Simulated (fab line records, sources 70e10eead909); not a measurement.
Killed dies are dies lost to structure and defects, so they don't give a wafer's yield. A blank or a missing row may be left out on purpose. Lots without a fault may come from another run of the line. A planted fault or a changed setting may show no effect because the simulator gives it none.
Chamber matching | flow nand_harc | NHARC_A_CONTACT_DEP_85 on pecvd-04: 3 sister chambers
The step deposits SiON, target thk 50 nm. 3 wafers are shown with their chamber, then 8 later ones without.

WAFERS WITH THEIR CHAMBER
wafer  | chamber | showerhead_vpp_V (V)
L083.3 | 2       | 1274
L090.6 | 1       | 1238
L093.4 | 0       | 1194

WAFERS WITHOUT THEIR CHAMBER
wafer  | showerhead_vpp_V (V)
L093.5 | 1236
L093.6 | 1230
L094.3 | 1200
L094.4 | 1214
L094.5 | 1214
L096.3 | 1230
L096.5 | 1220
L096.6 | 1239

WHICH CHAMBER EACH WENT THROUGH
wafer  | from the rows above     | in truth
L093.5 | 1                       | 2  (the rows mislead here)
L093.6 | 1                       | 1
L094.3 | 0                       | 0
L094.4 | can't be placed: 0 or 1 | 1
L094.5 | can't be placed: 0 or 1 | 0
L096.3 | 1                       | 1
L096.5 | can't be placed: 1 or 0 | 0
L096.6 | 1                       | 1
Placed correctly: 4 of 8. Can't be placed from these rows: 3 (the true chamber is among the candidates in 3). Placed wrongly: 1.
How it was worked out, from the rows above alone: a wafer's distance from a chamber is the root of the sum, over the readings, of the square of ((its reading less the chamber's mean) divided by the reading's scatter). The wafer belongs to the nearest chamber; if the next one is less than 2 further off, it can't be placed. A chamber's mean is the mean of its shown wafers. The scatter: with one shown wafer a chamber, the root of the mean of the squares of how far each hidden wafer lies from its nearest shown one.
